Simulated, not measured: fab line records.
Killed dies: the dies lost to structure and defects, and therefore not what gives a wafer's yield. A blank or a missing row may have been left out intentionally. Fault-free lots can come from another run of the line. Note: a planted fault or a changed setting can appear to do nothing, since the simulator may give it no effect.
Struck lot and sound lot, side by side || flow nandHarc || 15 steps out of a route of 1302
Sound: these wafers, L804.1, L804.2, L804.3. Struck: wafer L800.4 (left out: L800.3, a lot-mate that was not struck); the cause follows at the end.
Per side, at each step with rows, come the tool, then ch with its chambers, and then its first start. Under that, the readings that differ: sound wafers || struck wafers || difference of the means || sigmas: that difference in standard deviations of wafers without a fault.
alike: words and numbers the same on both sides, and readings whose means are apart by under 2 such deviations; not compared: readings that were withheld, readings missing a value for some wafer, numbers with overlapping values and no deviation given by the record, and bounds like >300 which may hide the same value.
A row with sigmas, a row that says differs or no value, or rows on one side alone: a step with any of these is where the two part. When numbers do not overlap yet have no deviation, they are printed without sigmas and do not part them. Lack of a reading on every wafer of one side parts them only where that side has two or more wafers.

first, 7 steps without rows for these wafers: NHARC_A_CONTACT_COAT_87 (time 65 s); NHARC_A_CONTACT_COAT_02 (resist thk 90 nm); NHARC_A_CONTACT_SOFTBAKE_03 (time 55 s); NHARC_A_CONTACT_EBR_04; NHARC_A_CONTACT_EXPOSE_05 (exposes mask A CC); NHARC_A_CONTACT_PEB_06 (peb time 65 s); NHARC_A_CONTACT_DEVELOP_07 (develop time 35 s).
NHARC_A_CONTACT_CD_MEAS_08 targets a cd of 200 nm.
  sound on cdSem-02 ch 0, day 30 12:41; struck on cdSem-03 ch 0, day 28 19:10
  alike: cdNm
NHARC_A_CONTACT_OVL_MEAS_09:
  sound: overlay-01 at day 30 12:47; struck: overlay-01 at day 28 19:15
{"reading": "overlayXNm (nm)", "sound": "-1.2 -1.4 -1.1", "struck": 1.0, "difference": "+2.2", "sigmas": "+3"}
  alike: overlayYNm
NHARC_A_CONTACT_INSPECT_10:
  sound: defectInspect-02 at day 30 12:49; struck: defectInspect-01 at day 28 19:17
  alike: rawDefectCount
NHARC_A_CONTACT_DESCUM_13: chemistry O2, time 3 s.
  sound on rieDiel-04 ch 1,2,3, day 30 12:53; struck on rieDiel-04 ch 2, day 28 19:21
{"reading": "rfHoursCounterH (h)", "sound": "27 28 27", "struck": 19, "difference": -8, "sigmas": ""}
  alike: chamberPressureMTorr, drypumpMotorCurrentA, oesProductAu, rfVppV, showerheadPlenumPTorr, throttleValvePct
NHARC_A_CONTACT_ETCH_88: etches the open film in CF4, target depth 39 nm, time 65 s.
  sound on rieDiel-02 ch 1,2,3, day 30 12:59; struck on rieDiel-04 ch 1, day 28 19:26
{"reading": "oesProductAu (a.u.)", "sound": "1.010 1.023 0.999", "struck": 0.973, "difference": -0.038, "sigmas": -3}
{"reading": "rfHoursCounterH (h)", "sound": "45 43 44", "struck": 19, "difference": -25, "sigmas": ""}
  alike: chamberPressureMTorr, drypumpMotorCurrentA, rfVppV, showerheadPlenumPTorr, throttleValvePct
NHARC_A_CONTACT_ETCH_89: etches the open film in N2/H2, target depth 260 nm, time 475.3 s.
  sound on rieDiel-02 ch 0,1,3, day 30 13:07; struck on rieDiel-04 ch 3, day 28 19:34
{"reading": "oesProductAu (a.u.)", "sound": "0.975 0.999 1.002", "struck": 0.827, "difference": -0.165, "sigmas": -12}
{"reading": "rfHoursCounterH (h)", "sound": "51 44 45", "struck": 20, "difference": -27, "sigmas": ""}
  alike: chamberPressureMTorr, drypumpMotorCurrentA, rfVppV, showerheadPlenumPTorr, throttleValvePct
NHARC_A_CONTACT_ETCH_30: etches the open film in CF4/CHF3, target depth 72.6 nm, time 36.3 s.
  sound on rieDiel-03 ch 0,1,3, day 30 13:28; struck on rieDiel-04 ch 3
{"reading": "oesProductAu (a.u.)", "sound": "1.004 0.988 1.009", "struck": 0.919, "difference": -0.081, "sigmas": -4}
  alike: chamberPressureMTorr, drypumpMotorCurrentA, rfVppV, showerheadPlenumPTorr, throttleValvePct
  not compared: rfHoursCounterH
-- break in the record here, with 2 days between the starts of the struck wafers on either side (left off in module A_CONTACT, picked up again in module END, where the first step shown is number 1302 on the route) --
NHARC_END_SORT_01:
  sound on prober-01 ch 0, day 33 01:18; struck on prober-01 ch 0, day 30 22:58
{"reading": "killedAtArray", "sound": 65, "struck": 609, "difference": "+544", "sigmas": "+23"}
{"reading": "killedAtPeriphery", "sound": 7, "struck": 1, "difference": -6, "sigmas": -2}
{"reading": "killedDies", "sound": 74, "struck": 614, "difference": "+540", "sigmas": "+23"}
  alike: killedAtOther, killedOpen, killedShort

== WHERE THEY PART ==
Last at NHARC_END_SORT_01 as far as this record goes, first at NHARC_A_CONTACT_OVL_MEAS_09.

WHY: what the simulator had put in
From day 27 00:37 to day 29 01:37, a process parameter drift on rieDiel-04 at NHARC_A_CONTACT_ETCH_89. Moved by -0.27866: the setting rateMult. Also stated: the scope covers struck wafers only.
